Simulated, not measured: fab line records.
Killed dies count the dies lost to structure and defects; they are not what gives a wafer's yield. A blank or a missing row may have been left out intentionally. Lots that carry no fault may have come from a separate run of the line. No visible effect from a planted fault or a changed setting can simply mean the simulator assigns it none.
Matching of chambers | flow nand-harc | NHARC_A_SLIT_DESCUM_14 on rie-diel-09 has 4 sister chambers
The step chemistry O2, time 3 s. 24 wafers are shown with their chamber, then 12 later ones without.

WAFERS, EACH WITH ITS CHAMBER
wafer  | chamber | showerhead-plenum-p-Torr (Torr) | drypump-motor-current-A (A) | oes-product-au (a.u.)
L076.2 | 3       | 1.94                            | 4.7                         | 1.020
L076.5 | 3       | 1.94                            | 4.7                         | 0.996
L076.6 | 0       | 2.04                            | 5.1                         | 1.003
L080.1 | 1       | 1.85                            | 5.8                         | 1.011
L080.5 | 3       | 1.94                            | 4.7                         | 1.001
L080.6 | 0       | 2.04                            | 5.1                         | 1.004
L082.2 | 2       | 1.84                            | 5.4                         | 0.989
L082.4 | 3       | 1.94                            | 4.7                         | 1.000
L082.6 | 3       | 1.94                            | 4.7                         | 0.988
L084.1 | 0       | 2.04                            | 5.1                         | 1.005
L084.5 | 3       | 1.94                            | 4.7                         | 1.007
L084.6 | 2       | 1.84                            | 5.4                         | 1.001
L086.1 | 1       | 1.85                            | 5.7                         | 1.000
L086.4 | 2       | 1.84                            | 5.4                         | 0.998
L086.6 | 2       | 1.84                            | 5.4                         | 0.988
L086.2 | 0       | 2.04                            | 5.1                         | 1.007
L086.3 | 3       | 1.94                            | 4.7                         | 0.987
L086.5 | 3       | 1.94                            | 4.7                         | 0.987
L088.1 | 2       | 1.84                            | 5.4                         | 0.997
L088.3 | 3       | 1.94                            | 4.7                         | 0.987
L088.6 | 3       | 1.94                            | 4.7                         | 0.995
L088.2 | 0       | 2.03                            | 5.1                         | 1.008
L088.4 | 1       | 1.85                            | 5.7                         | 1.000
L088.5 | 0       | 2.04                            | 5.1                         | 1.001

SIGNATURES (means of the wafers above)
reading                  | chamber 0 | chamber 1 | chamber 2 | chamber 3 | scatter within a chamber
showerhead-plenum-p-Torr | 2.0383    | 1.8500    | 1.8400    | 1.9400    | 0.00204
drypump-motor-current-A  | 5.100     | 5.733     | 5.400     | 4.700     | 0.0183
oes-product-au           | 1.00467   | 1.00367   | 0.99460   | 0.99680   | 0.00802
Rule: a wafer lies at a distance from a chamber equal to the root of the sum of squares, over the readings, of (its reading less the chamber's mean, divided by the reading's scatter). If the next closest chamber is less than 2 further off than the closest, the wafer can't be placed; otherwise it belongs to the closest. The scatter: the root of (the sum of the squares of (reading less its chamber's mean) over the shown wafers, divided by (wafers less chambers)).

WAFERS WHOSE CHAMBER IS MISSING
wafer  | showerhead-plenum-p-Torr (Torr) | drypump-motor-current-A (A) | oes-product-au (a.u.)
L090.1 | 1.94                            | 4.7                         | 0.989
L090.3 | 1.85                            | 5.8                         | 0.999
L090.5 | 1.94                            | 4.7                         | 0.983
L090.2 | 1.84                            | 5.4                         | 0.982
L090.4 | 2.04                            | 5.1                         | 1.003
L090.6 | 2.04                            | 5.1                         | 1.002
L093.2 | 1.94                            | 4.7                         | 0.999
L093.3 | 1.85                            | 5.7                         | 0.997
L093.6 | 2.03                            | 5.1                         | 1.011
L097.2 | 1.94                            | 4.7                         | 1.000
L097.3 | 2.03                            | 5.1                         | 1.000
L097.5 | 1.84                            | 5.4                         | 0.996

CHAMBER TAKEN BY EACH
wafer  | from the rows above | in truth
L090.1 | 3                   | 3
L090.3 | 1                   | 1
L090.5 | 3                   | 3
L090.2 | 2                   | 2
L090.4 | 0                   | 0
L090.6 | 0                   | 0
L093.2 | 3                   | 3
L093.3 | 1                   | 1
L093.6 | 0                   | 0
L097.2 | 3                   | 3
L097.3 | 0                   | 0
L097.5 | 2                   | 2
Placed correctly: 12 of 12. From these rows, 0 cannot be placed. Wrongly placed: 0.
